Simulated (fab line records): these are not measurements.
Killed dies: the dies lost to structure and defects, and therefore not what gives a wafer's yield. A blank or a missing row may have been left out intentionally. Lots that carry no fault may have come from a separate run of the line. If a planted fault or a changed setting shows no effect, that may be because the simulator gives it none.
Chamber matching	flow n5Finfet	N5_BEOL_M6_ETCH_61 on rieDiel-06: 4 sister chambers
The step etches SiARC in CF4, target depth 45.5 nm, time 75.8 s. 4 wafers are shown with their chamber, then 9 later ones without.

## WAFERS, EACH WITH ITS CHAMBER
wafer	chamber	showerheadPlenumPTorr (Torr)
L078.3	3	2.18
L083.1	0	2.05
L083.2	1	2.20
L083.3	2	2.17

## WAFERS WHOSE CHAMBER IS MISSING
wafer	showerheadPlenumPTorr (Torr)
L087.2	2.20
L087.3	2.05
L087.6	2.17
L094.1	2.16
L094.2	2.19
L094.3	2.17
L094.4	2.30
L094.5	2.30
L094.6	2.19

## EACH ONE'S CHAMBER
wafer	from the rows above	in truth
L087.2	can't be placed: 1 or 3 or 2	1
L087.3	0	0
L087.6	can't be placed: 2 or 3 or 1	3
L094.1	can't be placed: 2 or 3 or 1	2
L094.2	can't be placed: 3 or 1 or 2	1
L094.3	can't be placed: 2 or 3 or 1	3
L094.4	can't be placed: 1 or 3 or 2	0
L094.5	can't be placed: 1 or 3 or 2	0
L094.6	can't be placed: 3 or 1 or 2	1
Correct placement for 1 of the 9. Unplaceable from these rows: 8, with the true chamber sitting among the candidates in 6. Number placed wrongly: 0.
How it was worked out, from the rows above alone: a wafer's distance from a chamber is the root of the sum, over the readings, of the square of ((its reading less the chamber's mean) divided by the reading's scatter). If the next closest chamber is less than 2 further off than the closest, the wafer can't be placed; otherwise it belongs to the closest. For every chamber, the mean is computed from those of its wafers that are shown. The scatter (one wafer shown for each chamber): square how far every hidden wafer sits from the nearest shown wafer, average those squares and take the square root.
